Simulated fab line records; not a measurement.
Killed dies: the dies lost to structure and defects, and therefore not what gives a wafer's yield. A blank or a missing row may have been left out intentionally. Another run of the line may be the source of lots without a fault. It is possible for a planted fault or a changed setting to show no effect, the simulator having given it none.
What tool caused it? -- flow nand harc -- 72 wafers from 24 lots sampled at 6 of the route's 1302 steps

WHAT THE GAUGES SHOWED, per wafer
The record lacks any reading of a measuring or inspecting step that a usual standard deviation could be used to judge.

WHAT TOOL EACH LOT RAN ON (gives the tool, then ch and the chambers of the sampled wafers, and finally the start)
lot,NHARC_A_STAIRCASE_TRIM_235,NHARC_A_STAIRCASE_ETCH_273,NHARC_A_STAIRCASE_ETCH_294,NHARC_A_STAIRCASE_STRIP_295,NHARC_A_STAIRCASE_DEP_322,NHARC_A_SGD_CUT_ETCH_58
L075,"rie diel-12 ch 1,2,3, day 18 10:32 or earlier","rie diel-13 ch 0,3, day 18 10:32 or earlier","rie diel-13 ch 1,2, day 18 10:32 or earlier","rie diel-13 ch 1,2,3, day 18 10:32 or earlier","pecvd-01 ch 0,1, day 18 10:32","rie diel-04 ch 1,3, day 19 14:34"
L074,"rie diel-13 ch 1,3, day 18 10:26 or earlier","rie diel-02 ch 0,2,3, day 18 10:26 or earlier","rie diel-12 ch 0,2,3, day 18 10:26 or earlier","rie diel-12 ch 0,1,3, day 18 10:26 or earlier","pecvd-04 ch 0,2, day 18 10:26","rie diel-06 ch 0,2,3, day 19 14:18"
L076,"rie diel-02 ch 0,1, day 18 23:14 or earlier","rie diel-13 ch 0,1,3, day 18 23:14 or earlier","rie diel-12 ch 0,1,3, day 18 23:14 or earlier","rie diel-12 ch 1,3, day 18 23:14 or earlier","pecvd-01 ch 1,2, day 18 23:14","rie diel-04 ch 0,1,2, day 20 01:59"
L077,"rie diel-12 ch 0,3, day 19 19:02 or earlier","rie diel-12 ch 0,3, day 19 19:02 or earlier","rie diel-02 ch 0,2,3, day 19 19:02 or earlier","rie diel-02 ch 0,1,2, day 19 19:02 or earlier","pecvd-01 ch 1,2, day 19 19:02","rie diel-06 ch 1,2,3, day 20 23:19"
L079,"rie diel-12 ch 0,1,3, day 20 02:53 or earlier","rie diel-13 ch 1,2,3, day 20 02:53 or earlier","rie diel-12 ch 0,1,2, day 20 02:53 or earlier","rie diel-12 ch 1,2,3, day 20 02:53 or earlier","pecvd-02 ch 0,2, day 20 02:53","rie diel-04 ch 0,2,3, day 21 07:40"
L078,"rie diel-13 ch 0,3, day 20 15:05 or earlier","rie diel-02 ch 1,2, day 20 15:05 or earlier","rie diel-02 ch 1,2,3, day 20 15:05 or earlier","rie diel-02 ch 1,2,3, day 20 15:05 or earlier","pecvd-04 ch 0,1,2, day 20 15:05","rie diel-04 ch 0,1, day 21 22:50"
L081,"rie diel-02 ch 1,2,3, day 21 00:47 or earlier","rie diel-02 ch 1,2, day 21 00:47 or earlier","rie diel-02 ch 0,1, day 21 00:47 or earlier","rie diel-02 ch 0,1, day 21 00:47 or earlier","pecvd-02 ch 0,1,2, day 21 00:47","rie diel-06 ch 1,2,3, day 22 08:48"
L080,"rie diel-02 ch 1,3, day 21 00:50 or earlier","rie diel-12 ch 0,2, day 21 00:50 or earlier","rie diel-13 ch 0,1,2, day 21 00:50 or earlier","rie diel-13 ch 0,3, day 21 00:50 or earlier","pecvd-01 ch 0,1, day 21 00:50","rie diel-07 ch 0,1,2, day 22 12:00"
L082,"rie diel-02 ch 0,1, day 21 13:46 or earlier","rie diel-13 ch 0,1,3, day 21 13:46 or earlier","rie diel-12 ch 1,3, day 21 13:46 or earlier","rie diel-12 ch 1,2,3, day 21 13:46 or earlier","pecvd-02 ch 0,1, day 21 13:46","rie diel-04 ch 0,1,2, day 22 19:26"
L083,"rie diel-13 ch 2,3, day 21 13:58 or earlier","rie diel-13 ch 1,2, day 21 13:58 or earlier","rie diel-13 ch 1,3, day 21 13:58 or earlier","rie diel-13 ch 1,2, day 21 13:58 or earlier","pecvd-04 ch 0,1,2, day 21 13:58","rie diel-07 ch 0,1, day 22 19:20"
L084,"rie diel-12 ch 0,2,3, day 22 06:02 or earlier","rie diel-02 ch 1,2,3, day 22 06:02 or earlier","rie diel-13 ch 1,2,3, day 22 06:02 or earlier","rie diel-13 ch 1,2,3, day 22 06:02 or earlier","pecvd-02 ch 1,2, day 22 06:02","rie diel-07 ch 0,1,3, day 23 09:47"
L085,"rie diel-02 ch 0,3, day 22 23:37 or earlier","rie diel-12 ch 0,3, day 22 23:37 or earlier","rie diel-13 ch 0,1,2, day 22 23:37 or earlier","rie diel-13 ch 1,2, day 22 23:37 or earlier","pecvd-04 ch 0,1,2, day 22 23:37","rie diel-07 ch 0,1, day 24 01:05"
L086,"rie diel-13 ch 0,1,2, day 23 05:54 or earlier","rie diel-13 ch 2,3, day 23 05:54 or earlier","rie diel-13 ch 0,1,2, day 23 05:54 or earlier","rie diel-13 ch 0,1,2, day 23 05:54 or earlier","pecvd-01 ch 0,1,2, day 23 05:54","rie diel-06 ch 0,1,3, day 24 08:05"
L087,"rie diel-02 ch 0,1,3, day 23 05:43 or earlier","rie diel-12 ch 1,2,3, day 23 05:43 or earlier","rie diel-13 ch 0,1, day 23 05:43 or earlier","rie diel-13 ch 0,1, day 23 05:43 or earlier","pecvd-02 ch 0,1, day 23 05:43","rie diel-07 ch 0,2,3, day 24 09:39"
L088,"rie diel-02 ch 1,3, day 24 14:30 or earlier","rie diel-13 ch 0,3, day 24 14:30 or earlier","rie diel-12 ch 1,3, day 24 14:30 or earlier","rie diel-12 ch 1,3, day 24 14:30 or earlier","pecvd-04 ch 0,2, day 24 14:30","rie diel-07 ch 0,1,2, day 25 19:13"
L089,"rie diel-02 ch 0,1,2, day 24 14:41 or earlier","rie diel-12 ch 1,2,3, day 24 14:41 or earlier","rie diel-02 ch 0,2,3, day 24 14:41 or earlier","rie diel-02 ch 0,1,2, day 24 14:41 or earlier","pecvd-01 ch 1,2, day 24 14:41","rie diel-06 ch 0,2,3, day 25 19:31"
L090,"rie diel-02 ch 0,3, day 24 19:32 or earlier","rie diel-13 ch 0,1,2, day 24 19:32 or earlier","rie diel-13 ch 0,1,3, day 24 19:32 or earlier","rie diel-13 ch 0,3, day 24 19:32 or earlier","pecvd-01 ch 0,1,2, day 24 19:32","rie diel-07 ch 2,3, day 26 05:55"
L091,"rie diel-02 ch 2,3, day 24 19:46 or earlier","rie diel-12 ch 0,1,3, day 24 19:46 or earlier","rie diel-02 ch 0,1,3, day 24 19:46 or earlier","rie diel-02 ch 0,2, day 24 19:46 or earlier","pecvd-04 ch 1,2, day 24 19:46","rie diel-06 ch 1,2,3, day 26 05:17"
L092,"rie diel-12 ch 1,2, day 25 13:39 or earlier","rie diel-13 ch 0,2,3, day 25 13:39 or earlier","rie diel-13 ch 0,1,3, day 25 13:39 or earlier","rie diel-13 ch 0,1,3, day 25 13:39 or earlier","pecvd-01 ch 0,1,2, day 25 13:39","rie diel-04 ch 1,2, day 26 19:46"
L093,"rie diel-12 ch 0,2,3, day 26 04:46 or earlier","rie diel-12 ch 0,3, day 26 04:46 or earlier","rie diel-12 ch 0,3, day 26 04:46 or earlier","rie diel-12 ch 1,2, day 26 04:46 or earlier","pecvd-04 ch 0,2, day 26 04:46","rie diel-06 ch 0,1, day 27 07:07"
L096,"rie diel-12 ch 1,3, day 24 19:49","rie diel-13 ch 1,2, day 26 15:37 or earlier","rie diel-13 ch 0,2,3, day 26 15:37 or earlier","rie diel-13 ch 0,3, day 26 15:37 or earlier","pecvd-01 ch 0,1, day 26 15:37","rie diel-06 ch 0,2, day 27 17:24"
L094,"rie diel-13 ch 0,2,3, day 26 15:47 or earlier","rie diel-12 ch 0,1,2, day 26 15:47 or earlier","rie diel-12 ch 0,1,2, day 26 15:47 or earlier","rie diel-12 ch 0,1,3, day 26 15:47 or earlier","pecvd-02 ch 0,2, day 26 15:47","rie diel-07 ch 0,2,3, day 27 18:21"
L095,"rie diel-13 ch 0,1,3, day 26 16:05 or earlier","rie diel-12 ch 0,1, day 26 16:05 or earlier","rie diel-12 ch 1,2,3, day 26 16:05 or earlier","rie diel-12 ch 1,2,3, day 26 16:05 or earlier","pecvd-04 ch 0,1,2, day 26 16:05","rie diel-04 ch 0,1,3, day 27 20:32"
L097,"rie diel-02 ch 0,2, day 27 15:05 or earlier","rie diel-02 ch 0,3, day 27 15:05 or earlier","rie diel-12 ch 1,2, day 27 15:05 or earlier","rie diel-12 ch 0,2, day 27 15:05 or earlier","pecvd-02 ch 0,1, day 27 15:05","rie diel-07 ch 0,2,3, day 28 20:37"
- NHARC_A_STAIRCASE_TRIM_235: chemistry O2, time 211.2 s.
- NHARC_A_STAIRCASE_ETCH_273: etches the open film in C4F8/O2/Ar, target depth 10200 nm, time 2468.6 s.
- NHARC_A_STAIRCASE_ETCH_294: etches the open film in C4F8/O2/Ar, target depth 4989 nm, time 1211.6 s.
- NHARC_A_STAIRCASE_STRIP_295: strips in O2.
- NHARC_A_STAIRCASE_DEP_322: deposits SiO2, target thk 7200 nm.
- NHARC_A_SGD_CUT_ETCH_58: etches the open film in CF4, target depth 39 nm, time 65 s.

WHAT THE TOOLS THEMSELVES READ (means of the sampled wafers that have a number; where no wafer has one, the mark that the record gives instead)
NHARC_A_STAIRCASE_TRIM_235.
lot,tool,drypump motor current A (A),oes product au (a.u.),rf vpp V (V),showerhead plenum p Torr (Torr),throttle valve pct (%)
L075,rie diel-12,5.8,1.012,57.8,3.47,17.040
L074,rie diel-13,6.0,1.006,57.6,3.43,17.028
L076,rie diel-02,5.3,1.015,57.9,3.44,17.037
L077,rie diel-12,5.4,1.004,57.6,3.53,17.043
L079,rie diel-12,5.7,0.996,57.4,3.48,17.034
L078,rie diel-13,6.0,1.001,57.8,3.55,17.036
L081,rie diel-02,5.8,0.996,57.3,3.56,17.043
L080,rie diel-02,5.3,0.993,57.5,3.67,17.042
L082,rie diel-02,5.5,0.990,58.5,3.78,17.028
L083,rie diel-13,5.4,0.992,57.7,3.55,17.045
L084,rie diel-12,5.2,0.994,57.9,3.58,17.033
L085,rie diel-02,5.9,0.997,57.5,3.53,17.021
L086,rie diel-13,6.0,1.004,57.7,3.38,17.035
L087,rie diel-02,5.6,1.002,58.7,3.65,17.030
L088,rie diel-02,5.6,0.994,57.6,3.53,17.031
L089,rie diel-02,5.8,1.002,57.6,3.66,17.034
L090,rie diel-02,5.9,1.000,58.1,3.52,17.025
L091,rie diel-02,6.4,0.996,57.9,3.43,17.035
L092,rie diel-12,6.0,1.008,58.0,3.57,17.044
L093,rie diel-12,5.2,1.005,58.3,3.56,17.034
L096,rie diel-12,6.0,0.989,57.5,3.55,17.038
L094,rie diel-13,5.6,0.991,57.6,3.48,17.039
L095,rie diel-13,6.0,1.004,57.0,3.46,17.037
L097,rie diel-02,6.0,1.000,57.6,3.64,17.042

NHARC_A_STAIRCASE_ETCH_273.
lot,tool,oes product au (a.u.),rf vpp V (V)
L075,rie diel-13,0.948,1833
L074,rie diel-02,0.945,1829
L076,rie diel-13,0.941,1824
L077,rie diel-12,0.924,1818
L079,rie diel-13,0.951,1821
L078,rie diel-02,0.937,1831
L081,rie diel-02,0.922,1839
L080,rie diel-12,0.952,1808
L082,rie diel-13,0.920,1823
L083,rie diel-13,0.936,1813
L084,rie diel-02,0.942,1829
L085,rie diel-12,0.930,1825
L086,rie diel-13,0.950,1828
L087,rie diel-12,0.949,1834
L088,rie diel-13,0.932,1828
L089,rie diel-12,0.945,1834
L090,rie diel-13,0.948,1815
L091,rie diel-12,0.929,1821
L092,rie diel-13,0.940,1824
L093,rie diel-12,0.943,1825
L096,rie diel-13,0.957,1811
L094,rie diel-12,0.935,1826
L095,rie diel-12,0.949,1817
L097,rie diel-02,0.927,1825

NHARC_A_STAIRCASE_ETCH_294.
lot,tool,oes product au (a.u.),rf vpp V (V)
L075,rie diel-13,0.933,1812
L074,rie diel-12,0.919,1818
L076,rie diel-12,0.932,1823
L077,rie diel-02,0.926,1828
L079,rie diel-12,0.937,1813
L078,rie diel-02,0.923,1828
L081,rie diel-02,0.919,1846
L080,rie diel-13,0.940,1816
L082,rie diel-12,0.924,1830
L083,rie diel-13,0.928,1818
L084,rie diel-13,0.929,1820
L085,rie diel-13,0.935,1815
L086,rie diel-13,0.939,1816
L087,rie diel-13,0.920,1819
L088,rie diel-12,0.924,1829
L089,rie diel-02,0.929,1827
L090,rie diel-13,0.935,1822
L091,rie diel-02,0.942,1836
L092,rie diel-13,0.926,1822
L093,rie diel-12,0.924,1818
L096,rie diel-13,0.929,1823
L094,rie diel-12,0.934,1824
L095,rie diel-12,0.929,1833
L097,rie diel-12,0.938,1829

NHARC_A_STAIRCASE_STRIP_295.
lot,tool,drypump motor current A (A),oes product au (a.u.),rf vpp V (V),showerhead plenum p Torr (Torr),throttle valve pct (%)
L075,rie diel-13,5.7,1.012,57.5,3.44,17.037
L074,rie diel-12,5.7,1.006,58.2,3.49,17.033
L076,rie diel-12,6.0,1.004,57.3,3.58,17.035
L077,rie diel-02,5.8,0.999,57.5,3.68,17.049
L079,rie diel-12,5.8,1.010,57.5,3.46,17.032
L078,rie diel-02,5.8,0.996,57.9,3.56,17.048
L081,rie diel-02,5.3,0.985,58.1,3.79,17.035
L080,rie diel-13,5.9,1.000,58.0,3.55,17.025
L082,rie diel-12,5.8,1.005,57.1,3.64,17.043
L083,rie diel-13,6.0,1.001,56.7,3.32,17.033
L084,rie diel-13,5.7,1.005,57.6,3.43,17.040
L085,rie diel-13,6.0,1.005,56.7,3.31,17.033
L086,rie diel-13,5.9,0.993,57.7,3.38,17.033
L087,rie diel-13,6.2,0.998,57.4,3.42,17.037
L088,rie diel-12,6.0,1.003,57.8,3.56,17.044
L089,rie diel-02,5.8,0.991,57.4,3.66,17.045
L090,rie diel-13,5.7,1.007,57.6,3.58,17.033
L091,rie diel-02,6.3,0.999,57.4,3.54,17.032
L092,rie diel-13,6.0,0.999,57.9,3.46,17.041
L093,rie diel-12,5.6,1.010,58.6,3.68,17.040
L096,rie diel-13,5.7,1.009,57.8,3.57,17.029
L094,rie diel-12,5.7,1.002,57.0,3.45,17.026
L095,rie diel-12,5.8,1.000,57.7,3.61,17.047
L097,rie diel-12,5.0,0.999,57.4,3.45,17.031

NHARC_A_STAIRCASE_DEP_322.
lot,tool,heater power w (W)
L075,pecvd-01,623
L074,pecvd-04,619
L076,pecvd-01,746
L077,pecvd-01,726
L079,pecvd-02,581
L078,pecvd-04,601
L081,pecvd-02,574
L080,pecvd-01,727
L082,pecvd-02,629
L083,pecvd-04,675
L084,pecvd-02,633
L085,pecvd-04,659
L086,pecvd-01,610
L087,pecvd-02,644
L088,pecvd-04,657
L089,pecvd-01,663
L090,pecvd-01,615
L091,pecvd-04,672
L092,pecvd-01,690
L093,pecvd-04,655
L096,pecvd-01,657
L094,pecvd-02,560
L095,pecvd-04,607
L097,pecvd-02,663

NHARC_A_SGD_CUT_ETCH_58.
lot,tool,drypump motor current A (A),oes product au (a.u.),rf vpp V (V),showerhead plenum p Torr (Torr),throttle valve pct (%)
L075,rie diel-04,6.0,0.992,151.8,1.78,13.283
L074,rie diel-06,5.8,1.003,151.8,1.75,13.287
L076,rie diel-04,5.4,1.001,151.0,1.80,13.273
L077,rie diel-06,5.8,1.010,151.7,1.75,13.279
L079,rie diel-04,5.6,1.001,151.2,1.76,13.283
L078,rie diel-04,5.2,0.998,151.3,1.82,13.287
L081,rie diel-06,5.8,1.000,151.0,1.75,13.292
L080,rie diel-07,5.6,0.993,150.5,1.70,13.287
L082,rie diel-04,5.4,1.003,151.4,1.80,13.279
L083,rie diel-07,5.7,0.996,151.1,1.70,13.280
L084,rie diel-07,5.9,1.004,151.3,1.76,13.278
L085,rie diel-07,5.8,1.006,150.3,1.70,13.283
L086,rie diel-06,5.8,1.001,152.1,1.80,13.289
L087,rie diel-07,6.0,0.997,151.0,1.76,13.289
L088,rie diel-07,5.6,1.002,150.0,1.70,13.282
L089,rie diel-06,5.9,1.006,151.4,1.75,13.290
L090,rie diel-07,6.2,1.002,151.6,1.82,13.275
L091,rie diel-06,5.8,0.995,150.2,1.75,13.280
L092,rie diel-04,5.6,0.996,151.0,1.77,13.280
L093,rie diel-06,6.0,0.994,152.3,1.83,13.279
L096,rie diel-06,6.1,0.991,150.6,1.72,13.282
L094,rie diel-07,6.0,0.990,151.5,1.76,13.289
L095,rie diel-04,5.7,0.996,150.2,1.78,13.283
L097,rie diel-07,6.0,0.999,151.2,1.76,13.282

THE ANSWER, worked out from the rows above alone
Rule: the usual values come from the lots themselves. Put in order of their means at a reading, lots are off if they are a third of the lots or fewer, leave a main group of 4 or more, and stand apart from it by a gap of 3 or more times the standard deviation of the main group's means; of several such gaps the widest counts. If all means in a main group match to the digits the tables above print for the reading, that group is not used. Also off: a lot with no number at a reading for which 4 or more lots have one. The other lots that the step has rows for count as sound. Order of review: gauges by route order, followed by the tools' own readings, for which a lot's mean as printed above is used. At the first step where some lot is off, the reading lying furthest off is the one used; lots without a number count as furthest.
Across all readings shown, no lot is off: no conclusion can be drawn from this.

WHAT HAD BEEN PUT IN BY THE SIMULATOR
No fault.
